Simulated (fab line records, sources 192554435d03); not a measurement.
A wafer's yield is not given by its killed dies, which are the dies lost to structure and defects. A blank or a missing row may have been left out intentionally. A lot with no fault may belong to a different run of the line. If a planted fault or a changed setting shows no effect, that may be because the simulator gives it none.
Matching of chambers || flow n5_finfet || 3 sister chambers for N5_BEOL_M3_ILD_DEP_00 on pecvd-02
The step deposits SiOC from DEMS/O2, target thk 79 nm, time 15.3 s. 6 wafers are shown with their chamber, then 12 later ones without.

WAFERS, EACH WITH ITS CHAMBER
{"wafer": "L084.3", "chamber": 0, "throttle_valve_pct (%)": 11.6, "showerhead_vpp_V (V)": 1332}
{"wafer": "L089.2", "chamber": 2, "throttle_valve_pct (%)": 11.7, "showerhead_vpp_V (V)": 1333}
{"wafer": "L089.5", "chamber": 1, "throttle_valve_pct (%)": 13.0, "showerhead_vpp_V (V)": 1242}
{"wafer": "L076.3", "chamber": 1, "throttle_valve_pct (%)": 13.0, "showerhead_vpp_V (V)": 1237}
{"wafer": "L076.4", "chamber": 2, "throttle_valve_pct (%)": 11.6, "showerhead_vpp_V (V)": 1313}
{"wafer": "L076.6", "chamber": 0, "throttle_valve_pct (%)": 11.6, "showerhead_vpp_V (V)": 1369}

WAFERS MISSING THEIR CHAMBER
{"wafer": "L091.2", "throttle_valve_pct (%)": 11.7, "showerhead_vpp_V (V)": 1343}
{"wafer": "L091.5", "throttle_valve_pct (%)": 11.7, "showerhead_vpp_V (V)": 1327}
{"wafer": "L091.6", "throttle_valve_pct (%)": 13.1, "showerhead_vpp_V (V)": 1234}
{"wafer": "L095.2", "throttle_valve_pct (%)": 13.0, "showerhead_vpp_V (V)": 1224}
{"wafer": "L095.5", "throttle_valve_pct (%)": 12.9, "showerhead_vpp_V (V)": 1240}
{"wafer": "L095.6", "throttle_valve_pct (%)": 11.8, "showerhead_vpp_V (V)": 1345}
{"wafer": "L096.2", "throttle_valve_pct (%)": 11.9, "showerhead_vpp_V (V)": 1367}
{"wafer": "L096.5", "throttle_valve_pct (%)": 13.2, "showerhead_vpp_V (V)": 1227}
{"wafer": "L096.6", "throttle_valve_pct (%)": 11.5, "showerhead_vpp_V (V)": 1326}
{"wafer": "L097.1", "throttle_valve_pct (%)": 12.8, "showerhead_vpp_V (V)": 1240}
{"wafer": "L097.5", "throttle_valve_pct (%)": 13.3, "showerhead_vpp_V (V)": 1248}
{"wafer": "L097.6", "throttle_valve_pct (%)": 11.7, "showerhead_vpp_V (V)": 1353}

WHICH CHAMBER EACH WENT THROUGH
{"wafer": "L091.2", "from the rows above": "can't be placed: 2 or 0", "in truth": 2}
{"wafer": "L091.5", "from the rows above": "can't be placed: 2 or 0", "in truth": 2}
{"wafer": "L091.6", "from the rows above": 1, "in truth": 1}
{"wafer": "L095.2", "from the rows above": 1, "in truth": 1}
{"wafer": "L095.5", "from the rows above": 1, "in truth": 1}
{"wafer": "L095.6", "from the rows above": "can't be placed: 2 or 0", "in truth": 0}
{"wafer": "L096.2", "from the rows above": "can't be placed: 2 or 0", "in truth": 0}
{"wafer": "L096.5", "from the rows above": 1, "in truth": 1}
{"wafer": "L096.6", "from the rows above": "can't be placed: 0 or 2", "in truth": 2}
{"wafer": "L097.1", "from the rows above": 1, "in truth": 1}
{"wafer": "L097.5", "from the rows above": 1, "in truth": 1}
{"wafer": "L097.6", "from the rows above": "can't be placed: 2 or 0", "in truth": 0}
Correctly placed: 6 of 12. These rows do not allow placing 6 (true chamber among the candidates in 6). 0 placed wrongly.
How it was worked out, from the rows above alone: a wafer's distance from a chamber is the root of the sum, over the readings, of the square of ((its reading less the chamber's mean) divided by the reading's scatter). The wafer belongs to the nearest chamber; if the next one is less than 2 further off, it can't be placed. The mean given for a chamber averages the wafers shown for that chamber. The scatter: take each reading less its chamber's mean, square it, sum over the shown wafers, divide by the number of wafers less the number of chambers, and take the root.
